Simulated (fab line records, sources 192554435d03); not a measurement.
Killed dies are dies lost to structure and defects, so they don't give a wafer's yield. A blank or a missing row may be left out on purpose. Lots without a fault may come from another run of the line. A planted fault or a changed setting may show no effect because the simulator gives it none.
Problem report in the 8D (eight disciplines) form, filled by code | flow n5_finfet | the parts of the form that need people (team, actions taken, sign-off) are left out

1. THE PROBLEM
susceptor_temp_C at N5_BEOL_M3_PECVD_72 reads a mean of 407.16 C on 4 wafers of 2 lots; wafers without a fault read 399.97 C with a standard deviation of 0.21. That is +34 standard deviations from the usual mean.
The step: deposits SiO2 from TEOS/O2, target thk 16 nm, time 18 s.
First seen on wafer L452.1, day 9 12:43, on pecvd-02. The record holds 12 wafers of 4 lots with a number at this step. Rule for "out", or "out of limits": more than 4 standard deviations from the usual mean. The other wafers with a number count as sound.

2. WHAT IT IS AND WHAT IT IS NOT
question                    | is                             | is not
which readings at this step | susceptor_temp_C               | showerhead_plenum_p_Torr, throttle_valve_pct
which lots                  | L452, L456                     | L444, L455
which wafers of those lots  | L452.1, L452.5, L456.3, L456.4 | L452.2, L456.6
read on which tools         | pecvd-02                       | pecvd-04
when                        | from day 9 12:43               | up to then (4 sound wafers); but 4 sound wafers of L455, L456 came after

3. SUSPECTS, AND WHAT RULES EACH OUT
Counting: a tool at a process step up to the reading stays a suspect if it ran every lot that is out. Sound lots after the first of them don't rule it out here, since some wafers of a struck lot are sound.
- pecvd-02 at N5_BEOL_M3_PECVD_72 (deposits SiO2 from TEOS/O2, target thk 16 nm, time 18 s): kept. It ran every lot that is out, first L452 (day 9 12:43); its last sound lot up to then is L444 (day 7 11:32). Its own readings are out on those wafers: susceptor_temp_C.
- Within pecvd-02 at N5_BEOL_M3_PECVD_72: the wafers that are out ran in chamber 2; their sound lot-mates ran in chamber 0.
Left after counting: pecvd-02 at N5_BEOL_M3_PECVD_72.

4. THE CAUSE (what the simulator had put in)
Process parameter drift: pecvd-02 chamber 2, from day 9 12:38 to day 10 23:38, at N5_BEOL_M3_PECVD_72. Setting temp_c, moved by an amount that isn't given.
Counting left only this tool.

5. THE CHAIN OF EFFECTS, in route order
Each row: a reading whose mean over the struck wafers that have a number lies more than 3 standard deviations from the usual. Only readings for which the record gives a usual standard deviation are gone through. hours: the time from each lot's start at the first step in this table that gives one to its start at this step, as a median over the lots. sigmas: the change in usual standard deviations.
hours | step                | reading          | usual    | on struck wafers | change | sigmas
0     | N5_BEOL_M3_PECVD_72 | susceptor_temp_C | 399.97 C | 407.16           | +7.19  | +34
The process steps in it:
- N5_BEOL_M3_PECVD_72: deposits SiO2 from TEOS/O2, target thk 16 nm, time 18 s.
Later measuring or inspecting steps at which every struck wafer that the step has a row for has a number for every such reading, and none has moved that far: N5_BEOL_M4_RC_MEAS_101.

6. WHAT WOULD HAVE CAUGHT IT SOONER
In this record the first reading out of limits was taken at day 9 12:43, 0 hours after the fault began at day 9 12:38.
